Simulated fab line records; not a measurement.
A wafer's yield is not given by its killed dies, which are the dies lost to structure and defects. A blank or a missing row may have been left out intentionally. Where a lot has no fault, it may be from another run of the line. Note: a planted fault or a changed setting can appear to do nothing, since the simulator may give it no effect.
Tool commonality check ; flow n5 finfet ; Sampled: 12 lots, 36 wafers

## REASON FOR OPENING
On 1 of the 12 lots, a flag is raised at N5_BEOL_M13_INSPECT_55 on the reading raw defect count. No-fault wafers: 73, standard deviation 26.
Rule: a lot is flagged when every wafer of it that has a number lies more than 4 standard deviations from that mean, or none has a number. All remaining lots are regarded as sound.

lot;measured;on;raw defect count, wafer by wafer;flag
L204;day 12 05:07;defect inspect-02;51 66 62;
L206;day 12 05:25;defect inspect-02;100 73 78;
L205;day 12 05:44;defect inspect-01;87 105 79;
L207;day 13 07:37;defect inspect-01;64 48 55;
L210;day 14 06:43;defect inspect-01;68 112 84;
L211;day 14 07:38;defect inspect-01;63 34 39;
L212;day 14 17:25;defect inspect-01;57 48 99;
L215;day 16 10:19;defect inspect-01;59 46 60;
L218;day 16 10:51;defect inspect-01;63 31 57;
L217;day 17 00:48;defect inspect-02;48 37 58;
L220;day 17 07:45;defect inspect-02;77 51 98;
L221;day 17 14:38;defect inspect-01;1236 1276 1145;FLAGGED
On average the flagged lots' numbers are 1219, which is +1146 against the usual, or +44 standard deviations.

## TOOL THAT RAN EACH LOT
The record holds 2 process steps before the reading, out of a route of 1938 steps. Every cell lists first the tool, next ch and the chambers used by the sampled wafers, and last the start.
lot;flag;N5_BEOL_M13_SPUTTER_43;N5_BEOL_M13_CMP_49
L204;;pvd sputter-03, day 12 03:55;cmp-04 ch 1,2,3, day 12 04:44
L206;;pvd sputter-03, day 12 04:14;cmp-03 ch 1,2,3, day 12 05:01
L205;;pvd sputter-03, day 12 04:33;cmp-04 ch 0,1,2, day 12 05:17
L207;;pvd sputter-01, day 13 06:26;cmp-04 ch 0,1,2, day 13 07:15
L210;;pvd sputter-03, day 14 05:32;cmp-03 ch 0,2,3, day 14 06:16
L211;;pvd sputter-03, day 14 05:59;cmp-03 ch 1,2,3, day 14 07:14
L212;;pvd sputter-03, day 14 14:49;cmp-04 ch 1,2, day 14 16:58
L215;;pvd sputter-02, day 16 08:35;cmp-02 ch 1,3, day 16 09:52
L218;;pvd sputter-01, day 16 08:56;cmp-02 ch 1,3, day 16 10:26
L217;;pvd sputter-03, day 16 23:37;cmp-03 ch 2,3, day 17 00:21
L220;;pvd sputter-02, day 17 06:34;cmp-03 ch 0,2,3, day 17 07:22
L221;FLAGGED;pvd sputter-03, day 17 13:26;cmp-03 ch 1,3, day 17 14:10
What the steps here do:
- N5_BEOL_M13_SPUTTER_43: material TaN, target thk 15 nm, time 24.19 s.
- N5_BEOL_M13_CMP_49: polishes, stops on SiOC, t overpolish 17.1 s, target thk 420 nm.
- N5_BEOL_M13_INSPECT_55: inspects for defects (darkfield).

## FLAGGED AGAINST TOTAL, ONE TOOL AT A TIME (gauges that did the reading follow at the end)
step;tool;lots run;flagged;share of the flagged lots;sound lots run after its first flagged lot
N5_BEOL_M13_SPUTTER_43;pvd sputter-01;2;0;none;-
N5_BEOL_M13_SPUTTER_43;pvd sputter-02;2;0;none;-
N5_BEOL_M13_SPUTTER_43;pvd sputter-03;8;1;all;0
N5_BEOL_M13_CMP_49;cmp-02;2;0;none;-
N5_BEOL_M13_CMP_49;cmp-03;6;1;all;0
N5_BEOL_M13_CMP_49;cmp-04;4;0;none;-
N5_BEOL_M13_INSPECT_55;defect inspect-01;8;1;all;0
N5_BEOL_M13_INSPECT_55;defect inspect-02;4;0;none;-

## WHAT THE TABLE PERMITS
pvd sputter-03 at N5_BEOL_M13_SPUTTER_43, cmp-03 at N5_BEOL_M13_CMP_49 and defect inspect-01 at N5_BEOL_M13_INSPECT_55: these 3 rows of the table ran every flagged lot.
- pvd sputter-03 at N5_BEOL_M13_SPUTTER_43 ran 8 lots, 1 of them flagged. Its last sound lot is L217 (day 16 23:37), its first flagged lot L221 (day 17 13:26): a fault that began between those two fits.
- cmp-03 at N5_BEOL_M13_CMP_49 ran 6 lots, 1 of them flagged. Its last sound lot is L220 (day 17 07:22), its first flagged lot L221 (day 17 14:10): a fault that began between those two fits.
- defect inspect-01 at N5_BEOL_M13_INSPECT_55 ran 8 lots, 1 of them flagged. Its last sound lot is L218 (day 16 10:51), its first flagged lot L221 (day 17 14:38): a fault that began between those two fits.
Counting lots can't tell these 3 tools apart, because each fits a fault that began at some hour. More lots, or a look at what each step does to the wafer, might.

## WHAT THE SIMULATOR PUT IN
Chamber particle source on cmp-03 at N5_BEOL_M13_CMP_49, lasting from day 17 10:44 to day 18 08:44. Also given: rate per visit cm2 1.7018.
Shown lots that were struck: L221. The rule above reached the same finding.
